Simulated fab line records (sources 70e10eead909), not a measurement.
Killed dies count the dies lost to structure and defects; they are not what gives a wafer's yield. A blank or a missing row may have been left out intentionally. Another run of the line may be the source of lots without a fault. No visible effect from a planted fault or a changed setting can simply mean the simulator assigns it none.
Matching of chambers :: flow nand harc :: NHARC_A_CHANNEL_FILL_D1_ALD_16 on ald hk-04: 4 sister chambers
The step deposits SiO2, target thk 1.5 nm, pulse time 10 s, ald cycles 15. 14 wafers are shown with their chamber, then 7 later ones without.

WAFERS WITH THEIR CHAMBER
wafer: L076.1
chamber: 2
heater power w (W): 472
precursor pulse height rel: 1.021

wafer: L076.2
chamber: 1
heater power w (W): 563
precursor pulse height rel: 1.018

wafer: L076.3
chamber: 0
heater power w (W): 415
precursor pulse height rel: 1.007

wafer: L078.2
chamber: 3
heater power w (W): 474
precursor pulse height rel: 1.004

wafer: L078.3
chamber: 2
heater power w (W): 467
precursor pulse height rel: 1.019

wafer: L078.5
chamber: 2
heater power w (W): 470
precursor pulse height rel: 0.970

wafer: L086.2
chamber: 1
heater power w (W): 538
precursor pulse height rel: 0.990

wafer: L086.4
chamber: 3
heater power w (W): 465
precursor pulse height rel: 1.004

wafer: L086.5
chamber: 1
heater power w (W): 540
precursor pulse height rel: 1.007

wafer: L089.1
chamber: 0
heater power w (W): 427
precursor pulse height rel: 1.001

wafer: L089.3
chamber: 3
heater power w (W): 480
precursor pulse height rel: 0.983

wafer: L089.4
chamber: 2
heater power w (W): 471
precursor pulse height rel: 0.975

wafer: L093.1
chamber: 3
heater power w (W): 469
precursor pulse height rel: 1.008

wafer: L093.5
chamber: 0
heater power w (W): 429
precursor pulse height rel: 1.006

SIGNATURES (averages over the wafers above)
reading: heater power w
chamber 0: 423.67
chamber 1: 547.00
chamber 2: 470.00
chamber 3: 472.00
scatter within a chamber: 8

reading: precursor pulse height rel
chamber 0: 1.00467
chamber 1: 1.00500
chamber 2: 0.99625
chamber 3: 0.99975
scatter within a chamber: 0.0175
Rule: a wafer lies at a distance from a chamber equal to the root of the sum of squares, over the readings, of (its reading less the chamber's mean, divided by the reading's scatter). If the next closest chamber is less than 2 further off than the closest, the wafer can't be placed; otherwise it belongs to the closest. The scatter: the root of (the sum of the squares of (reading less its chamber's mean) over the shown wafers, divided by (wafers less chambers)).

WAFERS WITHOUT THEIR CHAMBER
wafer: L093.6
heater power w (W): 465
precursor pulse height rel: 1.004

wafer: L096.1
heater power w (W): 437
precursor pulse height rel: 1.023

wafer: L096.5
heater power w (W): 473
precursor pulse height rel: 0.998

wafer: L096.6
heater power w (W): 475
precursor pulse height rel: 1.011

wafer: L097.1
heater power w (W): 535
precursor pulse height rel: 1.000

wafer: L097.2
heater power w (W): 476
precursor pulse height rel: 0.988

wafer: L097.6
heater power w (W): 464
precursor pulse height rel: 0.986

EACH ONE'S CHAMBER
wafer: L093.6
from the rows above: can't be placed: 2 or 3
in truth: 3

wafer: L096.1
from the rows above: 0
in truth: 0

wafer: L096.5
from the rows above: can't be placed: 3 or 2
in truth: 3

wafer: L096.6
from the rows above: can't be placed: 3 or 2
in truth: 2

wafer: L097.1
from the rows above: 1
in truth: 1

wafer: L097.2
from the rows above: can't be placed: 3 or 2
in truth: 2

wafer: L097.6
from the rows above: can't be placed: 2 or 3
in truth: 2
Placed correctly: 2 of 7. These rows do not allow placing 5 (true chamber among the candidates in 5). Placed wrongly: 0.
